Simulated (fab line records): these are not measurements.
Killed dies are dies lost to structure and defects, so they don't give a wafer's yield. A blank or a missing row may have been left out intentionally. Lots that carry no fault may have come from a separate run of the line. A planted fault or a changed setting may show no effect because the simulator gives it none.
Chamber matching	flow n5Finfet	N5_FIN_CUT_CUT_ETCH_27 on rieDiel-05 has 4 sister chambers
The step etches SiO2 in CHF3/O2, target depth 4 nm, overetch 2 nm, time 4.9 s. 18 wafers are shown with their chamber, then 9 later ones without.

== WAFERS WITH THEIR CHAMBER ==
wafer	chamber	drypumpMotorCurrentA (A)	rfVppV (V)	throttleValvePct (%)
L074.2	2	5.9	509	18.46
L074.3	1	5.7	512	18.54
L074.4	0	5.8	536	18.77
L078.1	3	6.4	526	19.05
L078.5	3	6.4	527	19.03
L078.6	0	5.9	536	18.78
L079.2	1	5.7	512	18.56
L079.4	2	5.9	508	18.48
L079.6	0	5.8	536	18.80
L080.4	0	5.9	537	18.79
L080.5	2	5.9	507	18.48
L080.6	3	6.4	524	19.04
L088.2	0	5.9	536	18.82
L088.4	2	5.9	508	18.51
L088.6	2	5.9	508	18.51
L092.3	0	5.9	535	18.83
L092.4	0	5.8	535	18.83
L092.5	2	5.9	507	18.53

SIGNATURES (averages over the wafers above)
reading	chamber 0	chamber 1	chamber 2	chamber 3	scatter within a chamber
drypumpMotorCurrentA	5.857	5.700	5.900	6.400	0.035
rfVppV	535.86	512.00	507.83	525.67	0.86
throttleValvePct	18.8029	18.5500	18.4950	19.0400	0.0228
Rule: a wafer lies at a distance from a chamber equal to the root of the sum of squares, over the readings, of (its reading less the chamber's mean, divided by the reading's scatter). If the next closest chamber is less than 2 further off than the closest, the wafer can't be placed; otherwise it belongs to the closest. The scatter is the square root of a quotient: the sum, over the shown wafers, of each reading's squared deviation from its chamber's mean, divided by wafers minus chambers.

== WAFERS MISSING THEIR CHAMBER ==
wafer	drypumpMotorCurrentA (A)	rfVppV (V)	throttleValvePct (%)
L094.1	5.7	512	18.60
L094.2	5.8	537	18.84
L094.4	6.4	527	19.07
L095.1	5.9	507	18.54
L095.4	5.8	535	18.84
L095.5	5.9	507	18.55
L097.1	5.7	514	18.61
L097.2	5.8	534	18.82
L097.6	5.8	506	18.52

== THE CHAMBER EACH PASSED THROUGH ==
wafer	from the rows above	in truth
L094.1	1	1
L094.2	0	0
L094.4	3	3
L095.1	2	2
L095.4	0	0
L095.5	2	2
L097.1	1	1
L097.2	0	0
L097.6	2	2
9 of 9 placed correctly. Number that these rows cannot place: 0. Placed wrongly: 0.
